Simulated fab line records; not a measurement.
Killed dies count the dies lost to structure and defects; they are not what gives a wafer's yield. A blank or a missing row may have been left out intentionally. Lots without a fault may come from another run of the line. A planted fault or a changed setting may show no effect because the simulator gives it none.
Tool commonality check + flow nand_harc + Sampled: 11 lots, 33 wafers

## REASON IT WAS OPENED
Flagged at NHARC_P_M0_INSPECT_27: reading raw_defect_count, on 1 of 11 lots. Fault-free wafers read 292, with a standard deviation of 110.
Rule: a lot is flagged in two cases, either no wafer of it has a number, or all its wafers with numbers fall more than 4 standard deviations from that mean. As for the other lots, they are considered sound.

| lot  | measured     | on                | raw_defect_count, wafer by wafer | flag    |
|------|--------------|-------------------|----------------------------------|---------|
| L997 | day 6 02:16  | defect_inspect-01 | 178 272 257                      |         |
| L998 | day 6 18:22  | defect_inspect-02 | 523 230 506                      |         |
| L107 | day 10 12:14 | defect_inspect-02 | 225 154 152                      |         |
| L108 | day 10 20:13 | defect_inspect-02 | 252 268 222                      |         |
| L110 | day 11 13:43 | defect_inspect-01 | 278 203 265                      |         |
| L114 | day 13 19:16 | defect_inspect-02 | 1221 1312 1381                   | FLAGGED |
| L117 | day 14 06:17 | defect_inspect-02 | 243 171 131                      |         |
| L116 | day 14 06:56 | defect_inspect-02 | 152 196 258                      |         |
| L118 | day 14 18:50 | defect_inspect-02 | 502 456 360                      |         |
| L120 | day 15 11:05 | defect_inspect-02 | 244 274 174                      |         |
| L119 | day 15 11:14 | defect_inspect-02 | 564 251 370                      |         |
The numbers of the flagged lots are 1305 on average: +1013 against the usual, or +9 standard deviations.

## WHICH TOOL RAN EACH LOT
The record holds 3 process steps before the reading, out of a route of 1302 steps. Each cell gives the tool, then ch followed by the chambers the sampled wafers passed through, then the start.
| lot  | flag    | NHARC_P_M0_DESCUM_14               | NHARC_P_M0_ETCH_34                 | NHARC_P_M0_CMP_23             |
|------|---------|------------------------------------|------------------------------------|-------------------------------|
| L997 |         | rie_diel-08 ch 0,3, day 5 23:48    | rie_diel-08 ch 2,3, day 5 23:53    | cmp-03 ch 0,1,2, day 6 01:49  |
| L998 |         | rie_diel-08 ch 0,2,3, day 6 15:53  | rie_diel-08 ch 1,2, day 6 15:59    | cmp-01 ch 1,3, day 6 17:53    |
| L107 |         | rie_diel-08 ch 0,2,3, day 10 09:44 | rie_diel-08 ch 0,1,3, day 10 09:50 | cmp-01 ch 0,1,3, day 10 11:48 |
| L108 |         | rie_diel-04 ch 0,2,3, day 10 17:43 | rie_diel-04 ch 2,3, day 10 17:49   | cmp-01 ch 0,1, day 10 19:44   |
| L110 |         | rie_diel-08 ch 0,2, day 11 11:15   | rie_diel-08 ch 0,3, day 11 11:20   | cmp-02 ch 0,2,3, day 11 13:15 |
| L114 | FLAGGED | rie_diel-07 ch 1,3, day 13 16:47   | rie_diel-07 ch 1,3, day 13 16:53   | cmp-01 ch 2,3, day 13 18:49   |
| L117 |         | rie_diel-08 ch 0,2,3, day 14 03:49 | rie_diel-08 ch 0,1,2, day 14 03:53 | cmp-03 ch 1,2, day 14 05:51   |
| L116 |         | rie_diel-08 ch 0,1,3, day 14 04:28 | rie_diel-08 ch 0,1,2, day 14 04:33 | cmp-03 ch 1,2, day 14 06:28   |
| L118 |         | rie_diel-07 ch 1,2, day 14 16:23   | rie_diel-07 ch 2,3, day 14 16:28   | cmp-03 ch 1,2, day 14 18:24   |
| L120 |         | rie_diel-04 ch 0,1, day 15 08:32   | rie_diel-04 ch 0,2,3, day 15 08:41 | cmp-02 ch 0,1,3, day 15 10:37 |
| L119 |         | rie_diel-04 ch 1,2, day 15 08:43   | rie_diel-04 ch 0,1, day 15 08:50   | cmp-03 ch 1,2,3, day 15 10:46 |
What these steps do:
- NHARC_P_M0_DESCUM_14: chemistry O2, time 3 s.
- NHARC_P_M0_ETCH_34: etches the open film in N2/H2, target depth 40 nm, overetch 12 nm, time 43.94 s.
- NHARC_P_M0_CMP_23: polishes, t overpolish 20 s, target thk 117.54 nm.
- NHARC_P_M0_INSPECT_27

## FLAGGED OVER TOTAL, TOOL BY TOOL (the gauges that took the reading come last)
| step                  | tool              | lots run | flagged | share of the flagged lots | sound lots run after its first flagged lot |
|-----------------------|-------------------|----------|---------|---------------------------|--------------------------------------------|
| NHARC_P_M0_DESCUM_14  | rie_diel-04       | 3        | 0       | none                      | -                                          |
| NHARC_P_M0_DESCUM_14  | rie_diel-07       | 2        | 1       | all                       | 1 (L118)                                   |
| NHARC_P_M0_DESCUM_14  | rie_diel-08       | 6        | 0       | none                      | -                                          |
| NHARC_P_M0_ETCH_34    | rie_diel-04       | 3        | 0       | none                      | -                                          |
| NHARC_P_M0_ETCH_34    | rie_diel-07       | 2        | 1       | all                       | 1 (L118)                                   |
| NHARC_P_M0_ETCH_34    | rie_diel-08       | 6        | 0       | none                      | -                                          |
| NHARC_P_M0_CMP_23     | cmp-01            | 4        | 1       | all                       | 0                                          |
| NHARC_P_M0_CMP_23     | cmp-02            | 2        | 0       | none                      | -                                          |
| NHARC_P_M0_CMP_23     | cmp-03            | 5        | 0       | none                      | -                                          |
| NHARC_P_M0_INSPECT_27 | defect_inspect-01 | 2        | 0       | none                      | -                                          |
| NHARC_P_M0_INSPECT_27 | defect_inspect-02 | 9        | 1       | all                       | 5 (L117,L116,L118,L120,L119)               |

## WHAT THE TABLE ALLOWS
4 rows of the table ran every flagged lot: rie_diel-07 at NHARC_P_M0_DESCUM_14, rie_diel-07 at NHARC_P_M0_ETCH_34, cmp-01 at NHARC_P_M0_CMP_23, defect_inspect-02 at NHARC_P_M0_INSPECT_27.
- rie_diel-07 at NHARC_P_M0_DESCUM_14 ran 2 lots, 1 of them flagged. Sound lots followed the first flagged one (L118) on it, something a lasting fault affecting the whole tool could not allow.
- rie_diel-07 at NHARC_P_M0_ETCH_34 ran 2 lots, 1 of them flagged. Sound lots followed the first flagged one (L118) on it, something a lasting fault affecting the whole tool could not allow.
- cmp-01 at NHARC_P_M0_CMP_23 ran 4 lots, 1 of them flagged. A fault beginning between L108 (day 10 19:44), its last sound lot, and L114 (day 13 18:49), its first flagged one, fits the data.
- defect_inspect-02 at NHARC_P_M0_INSPECT_27 ran 9 lots, 1 of them flagged. Sound lots followed the first flagged one (L117, L116, L118, L120, L119) on it, something a lasting fault affecting the whole tool could not allow.
Just one tool remains: cmp-01 at NHARC_P_M0_CMP_23.

## WHAT THE SIMULATOR PUT IN
Chamber particle source: cmp-01, from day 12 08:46 on, at NHARC_P_M0_CMP_23. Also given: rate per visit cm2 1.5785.
Lots struck among those shown: L114. This agrees with what the rule above found.
